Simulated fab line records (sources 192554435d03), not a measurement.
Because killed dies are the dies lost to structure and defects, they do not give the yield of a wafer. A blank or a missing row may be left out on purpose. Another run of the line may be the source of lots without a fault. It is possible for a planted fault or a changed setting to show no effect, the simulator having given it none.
Which tool is to blame?	flow n5-finfet	69 wafers from 23 lots sampled at 6 of the route's 1938 steps

== WHAT THE GAUGES SHOWED, per wafer ==
No reading from a measuring or inspecting step in the record can be judged against a usual standard deviation.

== TOOL THAT RAN EACH LOT (tool first, then ch and the chambers of the sampled wafers, then the start) ==
lot	N5_MOL_CONTACT_COAG_TI_SIL_19	N5_MOL_CONTACT_COAG_PRE_CLEAN_142	N5_MOL_CONTACT_COAG_DESCUM_88	N5_MOL_CONTACT_COAG_VIA_ETCH_46	N5_MOL_CONTACT_COAG_CVD_140	N5_BEOL_M0_SAQP_ILD_DEP_01
L075	pvd-sputter-03, day 5 04:56	pvd-sputter-03, day 5 11:14	rie-diel-03 ch 0,1, day 5 15:56	rie-diel-03 ch 1,2,3, day 5 16:26	cvd-w-02 ch 0,1, day 5 18:22	pecvd-04 ch 0,1, day 5 23:48
L074	pvd-sputter-02, day 5 07:16	pvd-sputter-03, day 5 14:13	rie-diel-03 ch 0,3, day 5 18:47	rie-diel-01 ch 0,2,3, day 5 19:15	cvd-w-01 ch 0,1, day 5 21:17	pecvd-02 ch 0,2, day 6 02:47
L076	pvd-sputter-01, day 5 07:42	pvd-sputter-03, day 5 14:34	rie-diel-06 ch 0,1,2, day 5 19:16	rie-diel-06 ch 0,1,2, day 5 20:01	cvd-w-02 ch 0,1, day 5 22:01	pecvd-01 ch 0,1,2, day 6 02:48
L077	pvd-sputter-02, day 5 14:46	pvd-sputter-02, day 5 22:27	rie-diel-01 ch 0,1,2, day 6 02:46	rie-diel-01 ch 2,3, day 6 03:14	cvd-w-02 ch 0,1, day 6 05:57	pecvd-02 ch 1,2, day 6 09:59
L078	pvd-sputter-01, day 5 22:45	pvd-sputter-02, day 6 06:23	rie-diel-03 ch 0,1,3, day 6 10:51	rie-diel-01 ch 2,3, day 6 11:19	cvd-w-02 ch 0,1, day 6 13:20	pecvd-04 ch 1,2, day 6 17:19
L079	pvd-sputter-03, day 6 01:30	pvd-sputter-02, day 6 06:58	rie-diel-03 ch 1,3, day 6 11:26	rie-diel-01 ch 1,2,3, day 6 11:55	cvd-w-01 ch 0,1, day 6 13:38	pecvd-04 ch 0,1,2, day 6 20:18
L080	pvd-sputter-02, day 6 08:30	pvd-sputter-01, day 6 14:49	rie-diel-01 ch 1,2,3, day 6 19:23	rie-diel-06 ch 0,3, day 6 19:52	cvd-w-01 ch 0,1, day 6 21:36	pecvd-04 ch 1,2, day 7 01:37
L081	pvd-sputter-03, day 6 14:58	pvd-sputter-02, day 6 19:38	rie-diel-06 ch 0,2,3, day 7 00:13	rie-diel-03 ch 0,2, day 7 00:44	cvd-w-01 ch 0,1, day 7 03:05	pecvd-02 ch 1,2, day 7 07:07
L082	pvd-sputter-03, day 6 20:55	pvd-sputter-03, day 7 02:16	rie-diel-01 ch 1,2,3, day 7 06:11	rie-diel-06 ch 0,1,3, day 7 06:45	cvd-w-01 ch 0,1, day 7 08:29	pecvd-02 ch 0,1,2, day 7 12:31
L084	pvd-sputter-02, day 7 09:07	pvd-sputter-03, day 7 14:28	rie-diel-06 ch 0,2, day 7 18:26	rie-diel-06 ch 0,1,2, day 7 18:54	cvd-w-01 ch 0,1, day 8 02:51	pecvd-02 ch 0,1,2, day 8 06:52
L085	pvd-sputter-02, day 7 14:28	pvd-sputter-03, day 7 17:54	rie-diel-06 ch 0,1,3, day 8 02:06	rie-diel-01 ch 1,2,3, day 8 02:38	cvd-w-02 ch 0,1, day 8 04:29	pecvd-04 ch 0,1,2, day 8 09:52
L086	pvd-sputter-03, day 8 02:14	pvd-sputter-02, day 8 07:25	rie-diel-03 ch 1,3, day 8 12:04	rie-diel-03 ch 0,3, day 8 12:37	cvd-w-02 ch 0, day 8 15:00	pecvd-01 ch 0,1, day 8 19:21
L087	pvd-sputter-01, day 8 06:05	pvd-sputter-01, day 8 11:12	rie-diel-06 ch 0,1, day 8 16:34	rie-diel-06 ch 0,1,3, day 8 17:17	cvd-w-01 ch 0,1, day 8 19:47	pecvd-04 ch 1,2, day 8 23:49
L088	pvd-sputter-03, day 8 08:05	pvd-sputter-01, day 8 12:46	rie-diel-06 ch 0,1,3, day 8 17:28	rie-diel-03 ch 0,3, day 8 19:17	cvd-w-02 ch 0,1, day 8 21:16	pecvd-02 ch 0,1, day 9 02:49
L089	pvd-sputter-01, day 8 11:00	pvd-sputter-03, day 8 15:13	rie-diel-01 ch 1,2, day 8 21:01	rie-diel-01 ch 0,2, day 8 21:36	cvd-w-01 ch 0,1, day 9 00:20	pecvd-02 ch 0,2, day 9 05:49
L090	pvd-sputter-01, day 8 19:56	pvd-sputter-01, day 9 01:31	rie-diel-03 ch 0,2,3, day 9 05:27	rie-diel-03 ch 2,3, day 9 05:55	cvd-w-01 ch 0,1, day 9 07:44	pecvd-01 ch 0,2, day 9 11:46
L091	pvd-sputter-01, day 9 06:43	pvd-sputter-01, day 9 12:13	rie-diel-01 ch 0,2,3, day 9 16:25	rie-diel-01 ch 0,2,3, day 9 16:53	cvd-w-02 ch 0,1, day 9 18:38	pecvd-01 ch 0,1,2, day 9 22:50
L092	pvd-sputter-01, day 9 06:49	pvd-sputter-03, day 9 15:30	rie-diel-06 ch 2,3, day 9 19:31	rie-diel-06 ch 2,3, day 9 19:59	cvd-w-01 ch 0, day 9 22:34	pecvd-02 ch 0,1, day 10 02:37
L093	pvd-sputter-03, day 9 13:01	pvd-sputter-02, day 9 18:57	rie-diel-06 ch 1,2,3, day 9 23:31	rie-diel-06 ch 1,2, day 9 23:59	cvd-w-02 ch 0,1, day 10 01:52	pecvd-01 ch 0,1, day 10 05:53
L094	pvd-sputter-01, day 9 18:58	pvd-sputter-01, day 10 00:38	rie-diel-01 ch 0,2,3, day 10 04:44	rie-diel-03 ch 0,1,3, day 10 05:13	cvd-w-02 ch 0,1, day 10 07:04	pecvd-04 ch 0,2, day 10 11:06
L095	pvd-sputter-02, day 9 23:59	pvd-sputter-02, day 10 04:12	rie-diel-01 ch 1,2,3, day 10 08:08	rie-diel-01 ch 0,1,3, day 10 09:04	cvd-w-02 ch 0,1, day 10 11:05	pecvd-02 ch 0,1, day 10 15:03
L096	pvd-sputter-02, day 10 04:38	pvd-sputter-01, day 10 08:44	rie-diel-06 ch 0,1,3, day 10 13:31	rie-diel-03 ch 1,2,3, day 10 13:59	cvd-w-01 ch 0,1, day 10 15:59	pecvd-01 ch 0,2, day 10 20:02
L097	pvd-sputter-03, day 10 17:41	pvd-sputter-01, day 10 20:46	rie-diel-03 ch 0,1,3, day 11 00:57	rie-diel-03 ch 0,2, day 11 01:28	cvd-w-02 ch 1, day 11 03:38	pecvd-04 ch 0,2, day 11 07:41
- N5_MOL_CONTACT_COAG_TI_SIL_19: material Ti, target thk 4.2 nm, time 15 s.
- N5_MOL_CONTACT_COAG_PRE_CLEAN_142: time 60 s.
- N5_MOL_CONTACT_COAG_DESCUM_88: chemistry O2, time 7 s.
- N5_MOL_CONTACT_COAG_VIA_ETCH_46: etches SiO2 in C4F6/O2, target depth 46 nm, overetch 9.2 nm, time 40 s.
- N5_MOL_CONTACT_COAG_CVD_140: deposits W, target thk 66.5 nm, time 215 s.
- N5_BEOL_M0_SAQP_ILD_DEP_01: deposits SiOC from DEMS/O2, target thk 45.419 nm, time 8.7 s.

== WHAT THE TOOLS THEMSELVES READ (means of the sampled wafers that have a number; where no wafer has one, the mark that the record gives instead) ==
N5_MOL_CONTACT_COAG_TI_SIL_19. Usual: susceptor-temp-C 200.01 C, standard deviation 0.15; throttle-valve-pct 29.9 %, standard deviation 0.91.
lot	tool	susceptor-temp-C (C)	throttle-valve-pct (%)	flag
L075	pvd-sputter-03	199.84	30.0	
L074	pvd-sputter-02	199.96	29.8	
L076	pvd-sputter-01	200.16	30.2	
L077	pvd-sputter-02	200.02	29.9	
L078	pvd-sputter-01	200.02	30.7	
L079	pvd-sputter-03	199.88	29.7	
L080	pvd-sputter-02	199.96	29.8	
L081	pvd-sputter-03	200.21	30.3	
L082	pvd-sputter-03	199.99	29.6	
L084	pvd-sputter-02	200.11	29.9	
L085	pvd-sputter-02	199.95	30.2	
L086	pvd-sputter-03	200.02	29.9	
L087	pvd-sputter-01	199.86	30.6	
L088	pvd-sputter-03	199.89	29.0	
L089	pvd-sputter-01	200.02	30.1	
L090	pvd-sputter-01	200.08	30.2	
L091	pvd-sputter-01	199.92	29.9	
L092	pvd-sputter-01	200.01	30.1	
L093	pvd-sputter-03	199.96	28.9	
L094	pvd-sputter-01	199.89	29.9	
L095	pvd-sputter-02	200.10	30.0	
L096	pvd-sputter-02	200.19	29.7	
L097	pvd-sputter-03	199.99	28.9	

N5_MOL_CONTACT_COAG_PRE_CLEAN_142. Usual: heater-power-w 456 W, standard deviation 38; susceptor-temp-C 300.01 C, standard deviation 0.17.
lot	tool	heater-power-w (W)	susceptor-temp-C (C)	flag
L075	pvd-sputter-03	462	299.96	
L074	pvd-sputter-03	484	299.95	
L076	pvd-sputter-03	475	300.01	
L077	pvd-sputter-02	457	299.98	
L078	pvd-sputter-02	463	299.94	
L079	pvd-sputter-02	462	299.90	
L080	pvd-sputter-01	457	299.78	
L081	pvd-sputter-02	407	299.90	
L082	pvd-sputter-03	446	299.93	
L084	pvd-sputter-03	482	300.09	
L085	pvd-sputter-03	455	300.16	
L086	pvd-sputter-02	455	300.04	
L087	pvd-sputter-01	475	299.96	
L088	pvd-sputter-01	448	299.97	
L089	pvd-sputter-03	470	300.08	
L090	pvd-sputter-01	458	300.03	
L091	pvd-sputter-01	440	300.03	
L092	pvd-sputter-03	444	300.01	
L093	pvd-sputter-02	462	300.05	
L094	pvd-sputter-01	448	299.94	
L095	pvd-sputter-02	461	300.24	
L096	pvd-sputter-01	459	300.35	
L097	pvd-sputter-01	455	300.07	

N5_MOL_CONTACT_COAG_DESCUM_88. Usual: drypump-motor-current-A 5.7 A, standard deviation 0.43; oes-product-au 0.79 a.u., standard deviation 0.092; rf-vpp-V 243.0 V, standard deviation 1.4; showerhead-plenum-p-Torr 2.08 Torr, standard deviation 0.07; throttle-valve-pct 20.48 %, standard deviation 0.29.
lot	tool	drypump-motor-current-A (A)	oes-product-au (a.u.)	rf-vpp-V (V)	showerhead-plenum-p-Torr (Torr)	throttle-valve-pct (%)	flag
L075	rie-diel-03	5.5	0.73	242.6	2.06	20.58	
L074	rie-diel-03	5.7	0.78	242.7	2.08	20.41	
L076	rie-diel-06	5.8	0.74	243.6	2.08	20.44	
L077	rie-diel-01	5.5	0.72	242.5	2.08	20.65	
L078	rie-diel-03	5.9	0.76	243.3	2.13	20.46	
L079	rie-diel-03	6.0	0.74	244.3	2.17	20.53	
L080	rie-diel-01	5.5	0.72	242.4	2.06	20.72	
L081	rie-diel-06	5.8	0.80	242.7	2.08	20.52	
L082	rie-diel-01	5.5	0.72	243.2	2.06	20.72	
L084	rie-diel-06	6.1	0.74	243.3	2.06	20.55	
L085	rie-diel-06	5.9	0.88	241.9	2.03	20.29	
L086	rie-diel-03	6.0	0.73	244.3	2.16	20.55	
L087	rie-diel-06	6.2	0.82	241.7	2.02	20.30	
L088	rie-diel-06	5.8	0.87	241.6	2.03	20.29	
L089	rie-diel-01	5.6	0.69	242.1	2.05	20.76	
L090	rie-diel-03	5.9	0.83	244.1	2.14	20.39	
L091	rie-diel-01	5.6	0.72	243.5	2.10	20.49	
L092	rie-diel-06	5.4	0.91	243.1	2.07	20.43	
L093	rie-diel-06	5.4	0.91	243.7	2.07	20.23	
L094	rie-diel-01	5.6	0.70	243.3	2.10	20.50	
L095	rie-diel-01	5.5	0.70	242.0	2.05	20.75	
L096	rie-diel-06	5.8	0.84	242.0	2.03	20.31	
L097	rie-diel-03	5.9	0.83	242.9	2.11	20.40	

N5_MOL_CONTACT_COAG_VIA_ETCH_46. Usual: C4F6_flow_sccm 10.00 sccm, standard deviation 0.031; drypump-motor-current-A 5.7 A, standard deviation 0.43; oes-product-au 0.71 a.u., standard deviation 0.081; rf-vpp-V 1592 V, standard deviation 21; showerhead-plenum-p-Torr 2.84 Torr, standard deviation 0.11; throttle-valve-pct 41.0 %, standard deviation 0.34.
lot	tool	C4F6_flow_sccm (sccm)	drypump-motor-current-A (A)	oes-product-au (a.u.)	rf-vpp-V (V)	showerhead-plenum-p-Torr (Torr)	throttle-valve-pct (%)	flag
L075	rie-diel-03	9.98	6.0	0.68	1595	2.88	41.2	
L074	rie-diel-01	10.01	5.6	0.66	1584	2.87	41.1	
L076	rie-diel-06	9.99	5.8	0.66	1598	2.81	40.8	
L077	rie-diel-01	10.00	5.7	0.66	1569	2.83	41.2	
L078	rie-diel-01	9.98	5.6	0.65	1580	2.82	41.1	
L079	rie-diel-01	10.01	5.6	0.65	1575	2.79	41.3	
L080	rie-diel-06	9.97	6.2	0.76	1603	2.76	41.1	
L081	rie-diel-03	10.01	5.4	0.72	1600	2.83	40.8	
L082	rie-diel-06	9.99	5.8	0.79	1585	2.77	40.9	
L084	rie-diel-06	10.01	5.8	0.73	1599	2.80	40.7	
L085	rie-diel-01	10.02	5.5	0.64	1575	2.78	41.3	
L086	rie-diel-03	10.00	6.2	0.72	1609	2.90	40.6	
L087	rie-diel-06	9.98	5.9	0.77	1585	2.76	40.8	
L088	rie-diel-03	10.02	6.2	0.71	1610	2.90	40.6	
L089	rie-diel-01	9.99	5.7	0.64	1571	2.86	41.1	
L090	rie-diel-03	10.01	6.0	0.79	1614	3.01	40.9	
L091	rie-diel-01	10.04	5.6	0.64	1582	2.85	41.1	
L092	rie-diel-06	9.98	5.4	0.83	1607	2.85	41.0	
L093	rie-diel-06	10.00	5.4	0.83	1599	2.84	40.6	
L094	rie-diel-03	10.02	5.9	0.76	1597	2.88	40.8	
L095	rie-diel-01	10.01	5.4	0.63	1590	2.81	41.2	
L096	rie-diel-03	10.03	6.0	0.80	1603	2.98	41.0	
L097	rie-diel-03	10.01	5.4	0.68	1599	2.82	40.8	

N5_MOL_CONTACT_COAG_CVD_140. Usual: heater-power-outer-w 280 W, standard deviation 43; heater-power-w 489 W, standard deviation 67; susceptor-temp-C 299.98 C, standard deviation 0.21.
lot	tool	heater-power-outer-w (W)	heater-power-w (W)	susceptor-temp-C (C)	flag
L075	cvd-w-02	278	508	299.98	
L074	cvd-w-01	270	452	299.95	
L076	cvd-w-02	262	489	300.00	
L077	cvd-w-02	265	483	299.63	
L078	cvd-w-02	283	510	299.83	
L079	cvd-w-01	301	505	299.93	
L080	cvd-w-01	305	504	300.10	
L081	cvd-w-01	304	506	300.17	
L082	cvd-w-01	307	517	299.94	
L084	cvd-w-01	271	456	300.09	
L085	cvd-w-02	280	508	299.82	
L086	cvd-w-02	248	469	299.95	
L087	cvd-w-01	300	510	299.91	
L088	cvd-w-02	282	504	300.01	
L089	cvd-w-01	267	451	299.89	
L090	cvd-w-01	268	449	300.05	
L091	cvd-w-02	264	485	300.07	
L092	cvd-w-01	344	583	300.13	
L093	cvd-w-02	272	485	300.10	
L094	cvd-w-02	285	521	300.04	
L095	cvd-w-02	266	494	299.93	
L096	cvd-w-01	274	457	299.78	
L097	cvd-w-02	299	527	300.29	

N5_BEOL_M0_SAQP_ILD_DEP_01. Usual: heater-power-outer-w 277 W, standard deviation 56; heater-power-w 518 W, standard deviation 82; showerhead-plenum-p-Torr 5.696 Torr, standard deviation 0.014; susceptor-temp-C 350.06 C, standard deviation 0.22; throttle-valve-pct 12.2 %, standard deviation 0.87.
lot	tool	heater-power-outer-w (W)	heater-power-w (W)	showerhead-plenum-p-Torr (Torr)	susceptor-temp-C (C)	throttle-valve-pct (%)	flag
L075	pecvd-04	307	553	5.693	350.05	11.8	
L074	pecvd-02	254	520	5.710	349.76	12.0	
L076	pecvd-01	312	559	5.690	349.95	12.6	
L077	pecvd-02	223	443	5.696	350.16	12.4	
L078	pecvd-04	289	511	5.685	350.03	11.5	
L079	pecvd-04	298	535	5.690	349.95	11.5	
L080	pecvd-04	301	538	5.685	350.30	11.7	
L081	pecvd-02	250	473	5.699	350.05	12.7	
L082	pecvd-02	225	468	5.708	350.19	12.4	
L084	pecvd-02	242	490	5.699	350.21	12.2	
L085	pecvd-04	255	467	5.683	349.87	11.7	
L086	pecvd-01	341	616	5.693	350.02	13.5	
L087	pecvd-04	284	509	5.674	350.02	11.8	
L088	pecvd-02	211	469	5.703	349.94	12.0	
L089	pecvd-02	254	527	5.705	349.90	12.2	
L090	pecvd-01	377	658	5.696	349.94	13.6	
L091	pecvd-01	314	573	5.697	350.04	12.7	
L092	pecvd-02	251	501	5.696	349.99	12.4	
L093	pecvd-01	356	616	5.699	350.01	12.5	
L094	pecvd-04	309	536	5.702	350.12	11.6	
L095	pecvd-02	235	501	5.708	349.97	12.1	
L096	pecvd-01	332	620	5.693	350.19	13.5	
L097	pecvd-04	291	517	5.706	350.11	11.6	

== THE ANSWER, worked out from the rows above alone ==
Rule: a lot is off if the mean of its wafers that have a number lies more than 3 standard deviations from the usual mean. A lot without any number at a reading at which 4 lots or more have one is off too. Any other lot the step has rows for is counted as sound. After the gauges, taken in route order, come the tools' own readings; for these a lot's mean is taken, as printed above. The first step at which some lot is off is used, and at that step the reading that is off furthest; a lot without a number counts as furthest.
Across all readings shown, no lot is off: no conclusion can be drawn from this.

== WHAT THE SIMULATOR HAD PUT IN ==
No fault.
